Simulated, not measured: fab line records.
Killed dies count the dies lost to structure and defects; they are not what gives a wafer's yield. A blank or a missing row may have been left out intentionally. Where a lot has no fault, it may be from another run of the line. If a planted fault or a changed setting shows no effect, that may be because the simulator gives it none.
Problem report in the 8D (eight disciplines) form, filled by code | flow n5-finfet | the parts of the form that need people (team, actions taken, sign-off) are left out

== 1. THE PROBLEM ==
M8_ILD_THK at N5_BEOL_M8_THK_MEAS_01 reads a mean of 145.8 nm on 1 wafer of 1 lot; wafers without a fault read 156.2 nm with a standard deviation of 2.1. That puts it -5.0 standard deviations away from the usual mean.
Earliest sighting: wafer L841.3 on film-metro-01 at day 12 19:07. At this step, 31 wafers from 11 lots have a number in the record. The rule behind "out" and "out of limits": a value lying over 4 standard deviations away from the usual mean. The rest of the wafers with a number are treated as sound.

== 2. WHAT IT IS, WHAT IT ISN'T ==
question                    | is                | is not
which readings at this step | M8_ILD_THK        | -
which lots                  | L841              | L827, L832, L833, L834, L835, L837, L847, L848, L849, L850
which wafers of those lots  | L841.3            | L841.2
read on which gauges        | film-metro-01     | film-metro-02
when                        | from day 12 19:07 | up to then (19 sound wafers); but 11 sound wafers of L847, L848, L849, L850 came after

== 3. WHAT RULES OUT EACH SUSPECT ==
Counting: any tool at a process step up to the reading remains a suspect provided it ran every lot that is out. Sound lots after the first of them don't rule it out here, since some wafers of a struck lot are sound.
- the gauge at N5_BEOL_M8_THK_MEAS_01: kept. All the wafers that are out were read on film-metro-01, and no step on other tools shows them out.
- rie-diel-04 at N5_BEOL_M7_STRIP_80 (strips in N2/H2, time 10 s): kept. The lot that is out, L841, ran on it at day 12 16:22; the last sound lot it ran before that was L837, at day 11 22:46. N5_BEOL_M7_STRIP_80 gives no start for some lots, so the hours and the order of its lots are those of N5_BEOL_M7_CURE_75.
- uv-cure-03 at N5_BEOL_M7_CURE_75 (cures SiCOH lowk, time 120 s): kept. The lot that is out, L841, ran on it at day 12 16:22; the last sound lot it ran before that was L834, at day 10 18:35.
- pecvd-03 at N5_BEOL_M8_ILD_DEP_00 (deposits SiCOH lowk from DEMS/porogen, target thk 179.75 nm, time 33.4 s): kept. The lot that is out, L841, ran on it at day 12 18:32; the last sound lot it ran before that was L834, at day 10 20:54.
- The sound lot-mates ran in chamber 1 of rie-diel-04 at N5_BEOL_M7_STRIP_80, but the wafers that are out ran in chamber 2.
- The sound lot-mates ran in chamber 1 of pecvd-03 at N5_BEOL_M8_ILD_DEP_00, but the wafers that are out ran in chamber 0.
Left after counting: rie-diel-04 at N5_BEOL_M7_STRIP_80, uv-cure-03 at N5_BEOL_M7_CURE_75, pecvd-03 at N5_BEOL_M8_ILD_DEP_00, film-metro-01 at N5_BEOL_M8_THK_MEAS_01.

== 4. THE CAUSE (what the simulator had put in) ==
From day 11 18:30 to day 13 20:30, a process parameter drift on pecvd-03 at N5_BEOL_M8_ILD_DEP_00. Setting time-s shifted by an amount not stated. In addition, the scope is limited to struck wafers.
Of the 4 suspects that counting leaves, this tool is one.

== 5. THE EFFECT CHAIN, in route order ==
Each row: a reading where the mean over the struck wafers with a number is more than 3 standard deviations away from the usual. Only readings for which the record gives a usual standard deviation are gone through. hours: the time from each lot's start at the first step in this table that gives one to its start at this step, as a median over the lots. sigmas: the change in usual standard deviations.
hours | step                   | reading    | usual    | on struck wafers | change | sigmas
0     | N5_BEOL_M8_THK_MEAS_01 | M8_ILD_THK | 156.2 nm | 145.8            | -10.4  | -5.0

== 6. HOW IT WOULD HAVE BEEN CAUGHT EARLIER ==
The first out-of-limits reading at a measuring or inspecting step in this record came at day 12 19:07, 25 hours after the fault's start at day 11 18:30.
An alarm limit of 4 standard deviations would not have fired on the tool readings at N5_BEOL_M8_ILD_DEP_00 for which the record gives a usual standard deviation, since none of them was out on any struck wafer.
All the lots that are out (1) had begun N5_BEOL_M8_ILD_DEP_00 on pecvd-03 by day 12 19:07. A hold on the tool at that time would have spared none of them.
